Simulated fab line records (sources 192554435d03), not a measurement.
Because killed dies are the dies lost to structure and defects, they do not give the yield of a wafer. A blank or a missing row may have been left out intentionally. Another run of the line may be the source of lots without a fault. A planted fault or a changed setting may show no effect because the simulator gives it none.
Split-lot trial + flow n5 finfet + 21 wafers read across 7 lots, on a route 1938 steps long

ON THE SPLIT
At N5_PASSIVATION_EXPOSE_27 (exposes mask PAD, defocus 0 nm), the setting dose mj was moved away from the recipe's 32.3 on 9 of the 21 wafers read, by -7.5% to +4.5%. For the rest of the wafers, this setting stayed at what the recipe calls for.

FROM THE SPLIT TO THE READING: what the file shows between them, 3 steps
- N5_PASSIVATION_PEB_28
- N5_PASSIVATION_DEVELOP_29: develop time 60 s
- N5_PASSIVATION_HARDBAKE_31: time 120 s

THE READING
cd nm (nm) at N5_PASSIVATION_CD_MEAS_30, where the cd target is 4000 nm. A value of 3999.9 nm with a standard deviation of 2.2 nm is what fault-free wafers of this fab line usually give.

| wafer  | tool, chamber at the split | dose mj as run | against the recipe | cd nm, nm | against lot-mates on the recipe |
|--------|----------------------------|----------------|--------------------|-----------|---------------------------------|
| L075.1 | krf scanner-02, 0          | 32.3           | recipe             | 4003.1    | -                               |
| L075.2 | krf scanner-02, 0          | 29.89          | -7.5%              | 3986.6    | -16.5                           |
| L075.4 | krf scanner-02, 0          | 29.89          | -7.5%              | 3988.0    | -15.1                           |
| L081.2 | krf scanner-02, 0          | 32.3           | recipe             | 3998.0    | -                               |
| L081.4 | krf scanner-02, 0          | 32.3           | recipe             | 4003.3    | -                               |
| L081.6 | krf scanner-02, 0          | 32.3           | recipe             | 3999.2    | -                               |
| L084.1 | krf scanner-01, 0          | 30.9           | -4.3%              | 3993.6    | -5.5                            |
| L084.5 | krf scanner-01, 0          | 32.3           | recipe             | 3999.1    | -                               |
| L084.6 | krf scanner-01, 0          | 30.9           | -4.3%              | 3993.2    | -5.9                            |
| L086.1 | krf scanner-02, 0          | 32.3           | recipe             | 4000.6    | -                               |
| L086.4 | krf scanner-02, 0          | 33.74          | +4.5%              | 4005.2    | +6.1                            |
| L086.5 | krf scanner-02, 0          | 32.3           | recipe             | 3997.6    | -                               |
| L090.1 | krf scanner-02, 0          | 30.88          | -4.4%              | 3987.8    | -15.3                           |
| L090.2 | krf scanner-02, 0          | 30.88          | -4.4%              | 3991.4    | -11.7                           |
| L090.4 | krf scanner-02, 0          | 32.3           | recipe             | 4003.1    | -                               |
| L095.1 | krf scanner-01, 0          | 30.19          | -6.5%              | 3986.7    | -12.6                           |
| L095.2 | krf scanner-01, 0          | 32.3           | recipe             | 3999.3    | -                               |
| L095.3 | krf scanner-01, 0          | 30.19          | -6.5%              | 3990.3    | -9.0                            |
| L096.1 | krf scanner-02, 0          | 32.3           | recipe             | 4003.6    | -                               |
| L096.2 | krf scanner-02, 0          | 32.3           | recipe             | 3998.3    | -                               |
| L096.6 | krf scanner-02, 0          | 32.3           | recipe             | 4000.0    | -                               |

THE FIT
A straight line over all 21 wafers: cd nm changes by +1.74 nm for each +1% of dose mj; r = +0.93; the points scatter about the line by 2.2 nm.
The same after taking each lot's own level away (the mean of its wafers on the recipe; 21 wafers): +1.9 nm for each +1%; r = +0.93; scatter 2.6 nm.
Per that fit: largest dose mj move, reading shift of 14 nm.
From 3999.10 to 4003.10 nm: that is the span of the lots' own levels, equal to 1.8 times the standard deviation above.
The two slopes agree, so the slope changes little with the lot-to-lot level.
Check: for one of the wafers moved furthest among these (-7.5%), held out of the fit, the line's prediction against its lot-mates is -14.1 nm. It came out at -16.5 nm against them.

THE OTHER SPLITS THESE WAFERS WENT THROUGH
Before the reading, these wafers also passed through other splits. Each is held against what the fit with the lots' levels taken away leaves over:
| other split on the same wafers | wafers away from the commonest value | r with cd nm (lot level and that fit taken away) |
|--------------------------------|--------------------------------------|--------------------------------------------------|
| N5_BEOL_M13_COAT_04 spin rpm   | 7                                    | +0.17                                            |
| N5_BEOL_M13_ETCH_68 time s     | 8                                    | +0.26                                            |
| N5_BEOL_M14_SPUTTER_43 power w | 4                                    | -0.24                                            |
| N5_BEOL_M14_DEP_53 time s      | 8                                    | +0.22                                            |
| N5_PASSIVATION_PECVD_00 time s | 7                                    | -0.04                                            |

FILE'S OWN FIT
cd nm changes by +1.91 nm for each +1% of dose mj, r = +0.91.
